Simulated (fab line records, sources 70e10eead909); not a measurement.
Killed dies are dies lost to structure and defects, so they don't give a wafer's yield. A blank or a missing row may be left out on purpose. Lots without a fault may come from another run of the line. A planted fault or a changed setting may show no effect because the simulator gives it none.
Chamber matching | flow nand_harc | NHARC_P_ZERO_WELL_DESCUM_54 on rie_diel-09: 4 sister chambers
The step chemistry O2, time 3 s. 16 wafers are shown with their chamber, then 8 later ones without.

WAFERS WITH THEIR CHAMBER
wafer  | chamber | showerhead_plenum_p_Torr (Torr) | drypump_motor_current_A (A) | o2_flow_sccm (sccm)
L906.1 | 3       | 1.78                            | 5.6                         | 199.3
L906.2 | 2       | 1.83                            | 6.0                         | 200.7
L906.3 | 1       | 2.03                            | 5.9                         | 199.9
L908.1 | 0       | 1.80                            | 5.8                         | 199.9
L908.4 | 1       | 2.03                            | 5.9                         | 199.7
L908.5 | 2       | 1.83                            | 6.0                         | 200.7
L909.2 | 1       | 2.03                            | 5.9                         | 199.1
L909.4 | 1       | 2.03                            | 5.9                         | 198.9
L909.6 | 2       | 1.83                            | 6.0                         | 199.7
L913.1 | 3       | 1.78                            | 5.5                         | 199.6
L913.3 | 2       | 1.82                            | 6.0                         | 200.5
L913.5 | 0       | 1.79                            | 5.8                         | 198.6
L919.1 | 0       | 1.79                            | 5.8                         | 200.0
L919.2 | 3       | 1.77                            | 5.5                         | 199.8
L919.4 | 2       | 1.82                            | 6.0                         | 199.1
L921.1 | 0       | 1.79                            | 5.8                         | 200.2

SIGNATURES (means of the wafers above)
reading                  | chamber 0 | chamber 1 | chamber 2 | chamber 3 | scatter within a chamber
showerhead_plenum_p_Torr | 1.7925    | 2.0300    | 1.8260    | 1.7767    | 0.00467
drypump_motor_current_A  | 5.800     | 5.900     | 6.000     | 5.533     | 0.0236
o2_flow_sccm             | 199.675   | 199.400   | 200.140   | 199.567   | 0.607
Rule: a wafer's distance from a chamber is the root of the sum, over the readings, of the square of ((its reading less the chamber's mean) divided by the reading's scatter). The wafer belongs to the nearest chamber; if the next one is less than 2 further off, it can't be placed. The scatter: the root of (the sum of the squares of (reading less its chamber's mean) over the shown wafers, divided by (wafers less chambers)).

WAFERS WITHOUT THEIR CHAMBER
wafer  | showerhead_plenum_p_Torr (Torr) | drypump_motor_current_A (A) | o2_flow_sccm (sccm)
L921.2 | 1.77                            | 5.5                         | 199.6
L921.6 | 1.79                            | 5.8                         | 200.4
L926.1 | 1.77                            | 5.5                         | 199.5
L926.3 | 1.81                            | 6.0                         | 200.8
L926.6 | 1.78                            | 5.8                         | 199.2
L927.1 | 2.01                            | 5.9                         | 200.5
L927.2 | 1.78                            | 5.9                         | 198.7
L927.5 | 1.78                            | 5.9                         | 199.2

WHICH CHAMBER EACH WENT THROUGH
wafer  | from the rows above | in truth
L921.2 | 3                   | 3
L921.6 | 0                   | 0
L926.1 | 3                   | 3
L926.3 | 2                   | 2
L926.6 | 0                   | 0
L927.1 | 1                   | 1
L927.2 | 0                   | 0
L927.5 | 0                   | 0
Placed correctly: 8 of 8. Can't be placed from these rows: 0. Placed wrongly: 0.
